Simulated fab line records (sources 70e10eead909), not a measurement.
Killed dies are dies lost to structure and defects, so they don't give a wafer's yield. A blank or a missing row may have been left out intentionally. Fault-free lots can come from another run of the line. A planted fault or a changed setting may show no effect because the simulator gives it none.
Matching of chambers :: flow nand_harc :: 4 sister chambers for NHARC_A_STAIRCASE_CMP_152 on cmp-03
The step polishes. 4 wafers are shown with their chamber, then 9 later ones without.

== WAFERS WITH THEIR CHAMBER ==
wafer: L083.4
chamber: 2
motor_current_A (A): 10.8

wafer: L087.3
chamber: 1
motor_current_A (A): 10.9

wafer: L089.3
chamber: 3
motor_current_A (A): 13.8

wafer: L089.6
chamber: 0
motor_current_A (A): 13.0

== WAFERS WITHOUT THEIR CHAMBER ==
wafer: L088.4
motor_current_A (A): 11.1

wafer: L088.5
motor_current_A (A): 13.0

wafer: L088.6
motor_current_A (A): 13.1

wafer: L091.1
motor_current_A (A): 11.1

wafer: L091.4
motor_current_A (A): 10.2

wafer: L091.5
motor_current_A (A): 13.4

wafer: L093.2
motor_current_A (A): 14.3

wafer: L093.4
motor_current_A (A): 10.4

wafer: L093.6
motor_current_A (A): 12.8

== WHICH CHAMBER EACH WENT THROUGH ==
wafer: L088.4
from the rows above: can't be placed: 1 or 2
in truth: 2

wafer: L088.5
from the rows above: 0
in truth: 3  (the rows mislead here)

wafer: L088.6
from the rows above: can't be placed: 0 or 3
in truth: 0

wafer: L091.1
from the rows above: can't be placed: 1 or 2
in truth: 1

wafer: L091.4
from the rows above: can't be placed: 2 or 1
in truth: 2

wafer: L091.5
from the rows above: can't be placed: 0 or 3
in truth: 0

wafer: L093.2
from the rows above: 3
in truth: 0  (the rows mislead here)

wafer: L093.4
from the rows above: can't be placed: 2 or 1
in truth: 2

wafer: L093.6
from the rows above: 0
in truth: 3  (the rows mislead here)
Placed correctly: 0 of 9. Not placeable from these rows: 6 (in 6, the candidates include the true chamber). Wrongly placed: 3.
How it was worked out, from the rows above alone: a wafer's distance from a chamber is the root of the sum, over the readings, of the square of ((its reading less the chamber's mean) divided by the reading's scatter). If the next closest chamber is less than 2 further off than the closest, the wafer can't be placed; otherwise it belongs to the closest. The mean given for a chamber averages the wafers shown for that chamber. The scatter: root of mean squared gap, hidden wafer to nearest shown wafer, with one shown wafer a chamber.
